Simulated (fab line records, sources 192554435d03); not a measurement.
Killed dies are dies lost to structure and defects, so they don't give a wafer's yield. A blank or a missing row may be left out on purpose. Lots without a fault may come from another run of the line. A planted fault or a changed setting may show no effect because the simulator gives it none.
fab line records | flow n5_finfet
record lots=4 wafers=12 last_day=20
route steps=1938 shown BEOL_M8@1371 BEOL_M9@1401 PASSIVATION@1936
lots that met no fault: from a run of the same line without faults
start_h: hours from the record's first day to the start of the lot's first wafer shown | wait_h: hours since the lot's step before | " the same as in the row above | L1.1+2: a row that stands for several wafers | - no value, or no start given | * or withheld: withheld | < > ~ a bound
route shown NAME@n: a module of which the file shows steps, and the number in the route of the first | usual: mean/standard deviation of fault-free wafers | same: alike in all rows | chamber/n: place in a boat | sites: the reading at each site | _std_site: their standard deviation | _edge_site: outer sites' mean less inner sites' | radius_mm: how far each site lies from the wafer's centre | mask NAME#n: copy n | behind: the tool/chamber that last shaped the wafer | hold: why the lot was held/for how many hours/how that ended | device: the transistor (n, p or np) that didn't switch | end of line: the same wafers' tests at the end of the route | a step without rows: its recipe alone | killed: dies lost to structure and defects at the first sort, not the wafer's yield | map: a wafer's dies, x killed, . not, _ none there
set.NAME: the setting as run; set.NAME@STEP: as run at that earlier step | model.NAME: the simulator's own value behind a step, which no gauge read
lots at some steps of the route; a table a step, a row a wafer
services: from which hour (start_h, from the record's first day; less than 0 if before it) a tool's chamber was out of use, for how many hours, and why
## steps
# step N5_BEOL_M8_ETCH_66
# recipe chemistry=N2/H2 target=SOC target_depth_a=800 overetch_a=160 mask_material=SiARC temp_c=40 time_s=120 ion_energy_ev=200 pressure_mtorr=30 source_w=840 bias_w=150 n2_flow_sccm=200 h2_flow_sccm=200
# step N5_BEOL_M8_STRIP_69
# recipe chemistry=N2/H2 temp_c=40 n2_flow_sccm=200 h2_flow_sccm=200 rf_frequency_hz=6e+07
# step N5_BEOL_M8_STRIP_73
# recipe chemistry=N2/H2 temp_c=40 n2_flow_sccm=200 h2_flow_sccm=200 rf_frequency_hz=6e+07
# step N5_BEOL_M8_VIA_ETCH_34
# recipe chemistry=C4F6/O2 target=SiCOH_lowk target_depth_a=1255 mask_material=SOC taper_deg=4 time_s=50.5 ion_energy_ev=250 pressure_mtorr=30 source_w=345 bias_w=185 Ar_flow_sccm=300 C4F6_flow_sccm=10 O2_flow_sccm=10
# step N5_BEOL_M8_STRIP_76
# recipe chemistry=C4F6/O2 resist=SiARC rf_frequency_hz=6e+07
# step N5_BEOL_M8_STRIP_36
# recipe chemistry=N2/H2 power_w=450 temp_c=40 pressure_mtorr=20 rf_frequency_hz=6e+07 overash_fraction=0.3 bias_power_w=7 h2_frac=0.5 n2_flow_sccm=200 h2_flow_sccm=200
# step N5_BEOL_M8_TRENCH_ETCH_37
# recipe chemistry=C4F6/O2 target_depth_a=934.78 target=SiCOH_lowk time_s=31.2 ion_energy_ev=250 pressure_mtorr=30 source_w=345 bias_w=185 Ar_flow_sccm=300 C4F6_flow_sccm=10 O2_flow_sccm=10
# step N5_BEOL_M8_ETCH_41
# recipe chemistry=CH3F/O2 target=SiCN target_depth_a=319 taper_deg=2 time_s=57.8 ion_energy_ev=120 mask_material=TiN pressure_mtorr=30 source_w=395 bias_w=75 Ar_flow_sccm=150 CH3F_flow_sccm=30 O2_flow_sccm=20
# step N5_BEOL_M8_STRIP_80
# recipe chemistry=N2/H2 time_s=10 power_w=450 temp_c=40 pressure_mtorr=20 rf_frequency_hz=6e+07 bias_power_w=7 n2_flow_sccm=200 h2_flow_sccm=200
# step N5_BEOL_M8_HM_STRIP_39
# recipe chemistry=peroxide_tin_strip material=TiN target_depth_a=250 temp_c=50 time_s=158
# step N5_BEOL_M8_SRD_40
# recipe time_s=30 temp_c=23 rinse_liquid=diw dry=ipa_marangoni
# step N5_BEOL_M8_PRECLEAN_42
# recipe chemistry=residue_remover time_s=60 temp_c=40
# columns lot.wafer tool chamber start_h wait_h
L356.1+2+6 wet_bench-01 2,5,7 309.66 0.0
L374.1+2+4 wet_bench-04 3,7,0 391.50 0.0
L372.1+4+5 wet_bench-01 6,2,1 394.95 0.0
L375.2+4+5 wet_bench-01 1,7,6 413.75 0.0
# step N5_BEOL_M8_SRD_43
# recipe time_s=30 temp_c=23 rinse_liquid=diw dry=ipa_marangoni
# step N5_BEOL_M8_CURE_75
# recipe temp_c=370 time_s=120 ambient=DMADMS/He material=SiCOH_lowk
# step N5_BEOL_M8_DEGAS_44
# recipe ambient=vacuum temp_c=250 time_s=60
# step N5_BEOL_M8_PRE_CLEAN_45
# recipe gas=H2/He time_s=30 temp_c=250
# step N5_BEOL_M8_ALD_77
# recipe material=TaN target_thk_a=20 temp_c=275 ald_precursor_family=PDMAT ald_co_reactant=NH3 pressure_torr=3 carrier_flow_sccm=1500 pulse_time_s=2 purge_time_s=3 co_reactant_purge_time_s=2 co_reactant_pulse_time_s=3 ald_cycles=40 precursor_vessel_temp_c=75 precursor_vessel_pressure_torr=26.25 precursor_vessel_carrier_sccm=1000
# step N5_BEOL_M8_SURFACE_TREAT_79
# recipe gas=Ar time_s=* ion_energy_ev=* ion_current_ma_cm2=0.5 pressure_mtorr=* ar_flow_sccm=30
# step N5_BEOL_M8_CVD_78
# recipe material=Co target_thk_a=20 temp_c=withheld precursor=CCTBA/H2 pressure_torr=30 time_s=142.3
# step N5_BEOL_M8_SPUTTER_48
# recipe material=Cu target_thk_a=100 temp_c=-20 bias_v=60 power_w=26000 chamber_pressure_pa=0.13 time_s=1.667
# step N5_BEOL_M8_ECD_50
# recipe material=Cu target_thk_a=3000
# step N5_BEOL_M8_ANNEAL_51
# recipe temp_c=225 time_s=90 ambient=N2
# step N5_BEOL_M8_CMP_52
# recipe stop_on=SiCOH_lowk t_overpolish_s=6.9 down_force_psi=1 platen_rpm=50 clearing_platen_down_force_psi=1.5 clearing_platen_rpm=50 post_cmp_clean=cu_alkaline target_thk_nm=80 clearing_platen_pad_velocity_m_s=0.99484 pad_velocity_m_s=0.99484
# step N5_BEOL_M8_PRE_CLEAN_55
# recipe gas=NH3 time_s=15 temp_c=withheld rf_power_w=300
# step N5_BEOL_M8_DEP_56
# recipe material=SiCN target_thk_a=100 temp_c=withheld precursor=3MS/NH3 pressure_torr=3 rf_w=202 time_s=17.5
# step N5_BEOL_M9_ILD_DEP_00
# recipe material=SiCOH_lowk target_thk_a=3085.1 temp_c=300 precursor=DEMS/porogen pressure_torr=5 rf_w=500 time_s=58
# step N5_BEOL_M9_CURE_71
# recipe temp_c=385 time_s=240 ambient=He/Ar material=SiCOH_lowk
# step N5_BEOL_M9_PECVD_70
# recipe material=SiO2 target_thk_a=200 temp_c=400 precursor=TEOS/O2 pressure_torr=5.5 rf_w=450 teos_flow_sccm=53.8 gas=O2 flow_sccm=3000 time_s=22.7
# step N5_BEOL_M9_HM_DEP_02
# recipe material=TiN target_thk_a=200 temp_c=25 chamber_pressure_pa=0.49996
# step N5_BEOL_M9_COAT_59
# recipe resist=SOC temp_c=250 time_s=60 spin_rpm=1500 resist_thk_nm=100
# step N5_BEOL_M9_COAT_60
# recipe resist=SiARC temp_c=220 time_s=60 spin_rpm=1500 resist_thk_nm=30
# step N5_BEOL_M9_COAT_05
# recipe resist=CAR-ArF spin_rpm=1500 resist_thk_nm=90
# step N5_BEOL_M9_EBR_07
# recipe solvent=PGMEA ebr_width_mm=1.5
# step N5_BEOL_M9_SOFTBAKE_06
# recipe temp_c=110 time_s=60 resist=CAR-ArF
# step N5_BEOL_M9_EXPOSE_08
# recipe mask_id=M9 na=1.35 source_shape=dipole sigma_inner=0.411 sigma_outer=0.611 polarization=te dose_mj=53.75
# step N5_BEOL_M9_PEB_09
# recipe peb_temp_c=withheld peb_time_s=60 resist=CAR-ArF
# step N5_PASSIVATION_PROBE_49
# usual defect_limited_yield=91.1/1.4 killed_at_M0_to_M3=34/9.6 killed_at_M4_up=15/5.3 killed_at_contacts=12/6.1 killed_at_front_end=40/11 killed_at_other=3.5/2.8 killed_dies=105/17 killed_open=70/12 killed_short=34/7.7 sort_bin_4_leakage=0.01/0.07 sort_bin_5_function=5.2/0.97 sort_bin_6_memory=3.4/0.62 sort_n_pass=1075/17 sort_yield_pct=91.1/1.4
# same gross_dies=1180 killed_at_back_side=0 sort_bin_8_speed[%]=0
# columns lot.wafer tool chamber start_h wait_h defect_limited_yield[%] killed_at_M0_to_M3 killed_at_M4_up killed_at_contacts killed_at_front_end killed_at_other killed_dies killed_open killed_short sort_bin_4_leakage[%] sort_bin_5_function[%] sort_bin_6_memory[%] sort_n_pass sort_yield_pct[%]
L372.1 prober-01 - 456.93 0.0 90.2 29 51 6 29 1 116 45 21 0 5.3 2.7 1064 90.2
L372.4 prober-01 - 457.08 0.2 84.1 27 108 15 34 4 188 71 23 0 10.4 4.8 992 84.1
L372.5 prober-01 - 457.13 0.2 82.3 22 116 8 61 2 209 60 34 0 11.1 3.8 971 82.3
L375.2 prober-01 - 480.39 0.1 80.8 42 105 10 67 2 226 63 52 0 10.8 4.8 954 80.8
L375.4 prober-01 - 480.49 0.2 85.8 28 93 7 37 3 168 54 35 0 9.2 3.7 1012 85.8
L375.5 prober-01 - 480.54 0.2 84.4 39 49 12 80 4 184 84 43 0 8.1 4.8 996 84.4
# killed by level:class
L372.1 BEOL_M8:unspecified=36 HKMG_FIN:area_etch=14 BEOL_M2:geometric_particle:open=10 BEOL_M0_SAQP:geometric_particle:short=8 BEOL_M0_SAQP:geometric_particle:open=6 MOL_CONTACT_COAG:geometric_particle:open=5 BEOL_M4:geometric_particle:open=4 DUMMY_GATE:geometric_particle:open=3
L372.4 BEOL_M8:unspecified=94 MOL_CONTACT_COAG:geometric_particle:open=12 STI_FIN_REVEAL:geometric_particle:open=8 DUMMY_GATE:geometric_particle:open=8 BEOL_M2:geometric_particle:open=8 BEOL_M0_SAQP:geometric_particle:short=6 BEOL_M3:geometric_particle:open=6 BEOL_M6:geometric_particle:open=5
L372.5 BEOL_M8:unspecified=102 STI_FIN_REVEAL:geometric_particle:open=12 DUMMY_GATE:geometric_particle:open=12 HKMG_FIN:area_etch=12 BEOL_M4:geometric_particle:open=8 FIN_SAQP:geometric_particle:short=7 MOL_CONTACT_COAG:geometric_particle:open=6 BEOL_M0_SAQP:geometric_particle:short=6
L375.2 BEOL_M8:unspecified=93 FIN_SAQP:geometric_particle:short=20 HKMG_FIN:area_etch=18 BEOL_M2:geometric_particle:open=11 BEOL_M4:geometric_particle:open=9 MOL_CONTACT_COAG:geometric_particle:open=9 BEOL_M0_SAQP:geometric_particle:open=9 STI_FIN_REVEAL:geometric_particle:open=6
L375.4 BEOL_M8:unspecified=78 BEOL_M2:geometric_particle:open=13 FIN_SAQP:geometric_particle:open=6 FIN_SAQP:geometric_particle:short=5 GATE_CUT:geometric_particle:short=5 MOL_CONTACT_COAG:geometric_particle:open=5 STI_FIN_REVEAL:geometric_particle:open=4 DUMMY_GATE:geometric_particle:open=4
L375.5 BEOL_M8:unspecified=37 HKMG_FIN:area_etch=20 GATE_CUT:geometric_particle:short=13 BEOL_M2:geometric_particle:open=13 STI_FIN_REVEAL:geometric_particle:open=12 MOL_CONTACT_COAG:geometric_particle:open=12 FIN_SAQP:geometric_particle:open=9 FIN_SAQP:geometric_particle:short=7
# map L372.5 (x killed, . not)
_________________.....x......________________
______________x................._____________
___________....x........x..........__________
__________.....x...x....x..........x_________
________....x....x.x.................._______
_______..xx.......................x....______
______..x.xxxx....x....x........x......x_____
_____..x.x.xx.xx.x...xx...............x..____
____...xxxxxxxx.xxxx.....x...x....x.......___
___.x..xxxxxxxxxxxxx.....x.....x.....x.....__
___...x.xxxxxxxxx..x......xx..........x....__
__...xxxxxxxxxxxxxxx......x......x...x...x.._
__.x..x.xx.xxxxxxxxx..........x..x.........._
_x.....xxxxxxxxxx.x...........x..............
_........xx.x.xxxx.x.............x...........
_..x.....xxxxxx..xx.x.x..x................x.x
_......xx..xxxxx.x...x...x..............x...x
_...............x............................
_.........................x..........x.......
_..x......................x.......x..x.......
_........x.....xx....x..x........x.....x..x..
__.x..x..................x.................._
__x......x......................x...x......._
___......x..x...x..x.......x.......x...x.x.__
___....x....x.....x........................__
____x..................x..................___
_____........x...............xx.........x____
______.................................._____
_______...................x............______
________.............x................_______
__________.....x......x..........x.._________
___________....x...................__________
______________.......x......x..._____________
_________________...........x________________
# map L375.2 (x killed, . not)
_________________x...........________________
______________.....x.......x...._____________
___________.....xx...x.........x.x.__________
__________..x.x..............xx.x..._________
________.......................x...x.x_______
_______.xxx.....x.........xx........x..______
______..xx...xxxx.....................x._____
_____.....xx.xxx....x...x...x............____
____.....xxxxxxxxx.x.........x........x...___
___.....xxxxxxxxx........x....x............__
___...x.xxxxxxxxxxx.......x................__
__......xxxxxxxxxxxx.......x...x..x.....x..._
__.x.x..xxxxxxxxxxx....x.x..x.x......x...x.._
_.....xxxxxxxxxxxxxx.........x..........x.x..
_........xxxxxx.xx.x..x....x.................
_........xx.xxxx..x......x...................
_.......x......xxx.xx..x.....x...x........x..
_.x.......x............xx.......x............
_............x................x...x.....x.x.x
_xx..x..x............x.....x.......x.xx......
_.....x.........x.........x..............x..x
__xx......x...x......................x.....x_
__...x.x..........x.......x..........x......_
___...............x.....................x.x__
___xx...x.................x..x...........x.__
____......x....x..........................___
_____x...........................x.......____
______............x..x................x._____
_______.x.............x................______
________....x.x...x..................._______
__________x......x............x.x..._________
___________.xxx.xxx................__________
______________..x.............x._____________
_________________.xx.........________________
## services
# columns tool chamber start_h hours kind
wet_bench-01 - 370.85 1.7 repair
## key
first_sign step=N5_PASSIVATION_PROBE_49 reading=killed_at_M4_up direction=up sigmas=14 usual=15 struck=87
effect step=N5_PASSIVATION_PROBE_49 reading=killed_dies direction=up sigmas=4.5 usual=105 struck=182 wafers_moved=5
more_kills_born_at N5_BEOL_M8_PRECLEAN_42@wet_bench-01=440
met_at N5_BEOL_M8_PRECLEAN_42
struck_wafers L372.1,L372.4,L372.5,L375.2,L375.4,L375.5
baseline_loss step=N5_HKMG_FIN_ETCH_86 wafers=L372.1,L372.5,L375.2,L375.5
onset_between 309.66 394.95
fault kind=chamber_particle_source tool=wet_bench-01 chamber=- onset_h=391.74 steps=N5_BEOL_M8_PRECLEAN_42 rate_per_visit_cm2=0.39624 end_h=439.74
# baseline_loss: these wafers lose ten dies or more at that step, a loss of the line's own and not of a fault; the sort's usual values leave them out
